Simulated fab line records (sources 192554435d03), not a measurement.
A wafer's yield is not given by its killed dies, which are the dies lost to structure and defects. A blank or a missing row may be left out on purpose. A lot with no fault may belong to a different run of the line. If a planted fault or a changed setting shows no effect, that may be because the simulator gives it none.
Lot-split experiment | flow n5Finfet | route with 1938 steps; 7 lots, 21 wafers read

== THE SPLIT ITSELF ==
At N5_BEOL_M5_ILD_DEP_00 (deposits SiCOH lowk from DEMS/porogen, target thk 140.64 nm, time 25.9 s), the setting timeS was moved away from the recipe's 25.9 s on 6 of the 21 wafers read, by -7.4% to +14.4%. This setting was run at the recipe's value on the other wafers.

== SPLIT TO READING: what lies between them in the file, 1 step ==
- N5_BEOL_M5_CURE_79: cures SiCOH lowk, time 240 s

== THE READING ==
M5_ILD_THK (nm), taken at N5_BEOL_M5_THK_MEAS_01. A value of 121.8 nm with a standard deviation of 1.8 nm is what fault-free wafers of this fab line usually give.

wafer  | tool, chamber at the split | timeS as run, s | against the recipe | M5_ILD_THK, nm | against lot-mates on the recipe
L075.1 | pecvd-04, 2                | 25.9            | recipe             | 120.9          | -
L075.4 | pecvd-04, 0                | 25.9            | recipe             | 120.5          | -
L075.6 | pecvd-04, 1                | 29.62           | +14.4%             | 140.8          | +20.1
L076.1 | pecvd-03, 0                | 25.9            | recipe             | 121.4          | -
L076.2 | pecvd-03, 2                | 23.98           | -7.4%              | 113.5          | -9.8
L076.5 | pecvd-03, 2                | 25.9            | recipe             | 125.3          | -
L084.1 | pecvd-03, 1                | 28.46           | +9.9%              | 133.1          | +11.1
L084.5 | pecvd-03, 0                | 25.9            | recipe             | 122.0          | -
L084.6 | pecvd-03, 1                | 28.46           | +9.9%              | 136.2          | +14.2
L089.3 | pecvd-02, 2                | 25.9            | recipe             | 120.8          | -
L089.5 | pecvd-02, 1                | 25.9            | recipe             | 123.4          | -
L089.6 | pecvd-02, 2                | 25.9            | recipe             | 121.6          | -
L094.1 | pecvd-03, 1,2              | 25.9            | recipe             | 120.8          | -
L094.4 | pecvd-03, 1                | 25.9            | recipe             | 121.8          | -
L094.6 | pecvd-03, 1,2              | 25.9            | recipe             | 120.8          | -
L095.4 | pecvd-04, 2                | 26.96           | +4.1%              | 126.8          | +5.4
L095.5 | pecvd-04, 0                | 25.9            | recipe             | 120.3          | -
L095.6 | pecvd-04, 1                | 25.9            | recipe             | 122.6          | -
L097.4 | pecvd-02, 1                | 29.3            | +13.1%             | 137.7          | +14.7
L097.5 | pecvd-02, 0                | 25.9            | recipe             | 122.8          | -
L097.6 | pecvd-02, 2                | 25.9            | recipe             | 123.2          | -
The file does not say which wafer passed through which chamber wherever a row lists several chambers: such a row stands for several wafers.

FIT RESULTS
A straight line over all 21 wafers: M5_ILD_THK changes by +1.26 nm for each +1% of timeS; r = +0.98; the points scatter about the line by 1.3 nm.
The same after taking each lot's own level away (the mean of its wafers on the recipe; 21 wafers): +1.28 nm for each +1%; r = +0.99; scatter 1.2 nm.
That fit puts the effect of the largest move of timeS on the reading at 18 nm.
Across the lots, their own levels run from 120.70 to 123.35 nm, a range of 1.5 times the standard deviation given above.
Consequently the slope shifts little with the lot-to-lot level, the two slopes agreeing.
Check: for one of the wafers moved furthest among these (+14.4%), held out of the fit, the line's prediction against its lot-mates is +17.6 nm. Against them it came out at +20.1 nm.

== FURTHER SPLITS ON THESE WAFERS ==
Before the reading, these wafers also passed through other splits. Each is held against what the fit with the lots' levels taken away leaves over:
other split on the same wafers | wafers away from the commonest value | r with M5_ILD_THK (lot level and that fit taken away)
N5_BEOL_M2_COAT_62 spinRpm     | 7                                    | +0.11
N5_BEOL_M3_COAT_61 spinRpm     | 7                                    | +0.11
N5_BEOL_M3_COAT_05 spinRpm     | 9                                    | -0.11
N5_BEOL_M3_EXPOSE_25 doseMj    | 7                                    | +0.14

== THE WHOLE CHAIN: every reading that the file lists as answering this split, in the file's order ==
step                   | what it does                                                             | reading                                                                                 | change (the file's fit)              | r (the file's)
N5_BEOL_M5_ILD_DEP_00  | deposits SiCOH lowk from DEMS/porogen, target thk 140.64 nm, time 25.9 s | SiCOH_lowk_of_BEOL_M5_ILD_DEP_00.thkNm (the simulator's own value, which no gauge read) | +1.48 nm for each +1% of the setting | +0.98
N5_BEOL_M5_CURE_79     | cures SiCOH lowk, time 240 s                                             | SiCOH_lowk_of_BEOL_M5_ILD_DEP_00.thkNm (the simulator's own value, which no gauge read) | +1.29 nm for each +1% of the setting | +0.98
N5_BEOL_M5_THK_MEAS_01 |                                                                          | M5_ILD_THK                                                                              | +1.28 for each +1% of the setting    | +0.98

== THE FILE'S OWN FIT ==
M5_ILD_THK changes by +1.28 nm for each +1% of timeS, r = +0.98.
